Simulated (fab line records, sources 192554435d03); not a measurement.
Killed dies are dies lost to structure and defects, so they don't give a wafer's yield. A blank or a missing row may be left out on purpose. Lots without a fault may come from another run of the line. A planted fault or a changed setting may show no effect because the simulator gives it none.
Chamber matching | flow n5_finfet | N5_BEOL_M3_CO_CAP_55 on cvd_co-02: 3 sister chambers
The step material Co, precursor CCTBA/H2, target thk 2 nm, time 102.1 s. 6 wafers are shown with their chamber, then 7 later ones without.

WAFERS WITH THEIR CHAMBER
wafer  | chamber | heater_power_w (W)
L187.4 | 2       | 212
L187.6 | 0       | 249
L189.1 | 0       | 244
L189.5 | 1       | 243
L192.1 | 1       | 247
L192.5 | 2       | 214

WAFERS WITHOUT THEIR CHAMBER
wafer  | heater_power_w (W)
L192.6 | 246
L178.2 | 251
L178.3 | 210
L178.5 | 243
L198.1 | 249
L198.3 | 213
L198.4 | 248

WHICH CHAMBER EACH WENT THROUGH
wafer  | from the rows above     | in truth
L192.6 | can't be placed: 0 or 1 | 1
L178.2 | can't be placed: 0 or 1 | 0
L178.3 | 2                       | 2
L178.5 | can't be placed: 1 or 0 | 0
L198.1 | can't be placed: 0 or 1 | 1
L198.3 | 2                       | 2
L198.4 | can't be placed: 0 or 1 | 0
Placed correctly: 2 of 7. Can't be placed from these rows: 5 (the true chamber is among the candidates in 5). Placed wrongly: 0.
How it was worked out, from the rows above alone: a wafer's distance from a chamber is the root of the sum, over the readings, of the square of ((its reading less the chamber's mean) divided by the reading's scatter). The wafer belongs to the nearest chamber; if the next one is less than 2 further off, it can't be placed. A chamber's mean is the mean of its shown wafers. The scatter: the root of (the sum of the squares of (reading less its chamber's mean) over the shown wafers, divided by (wafers less chambers)).
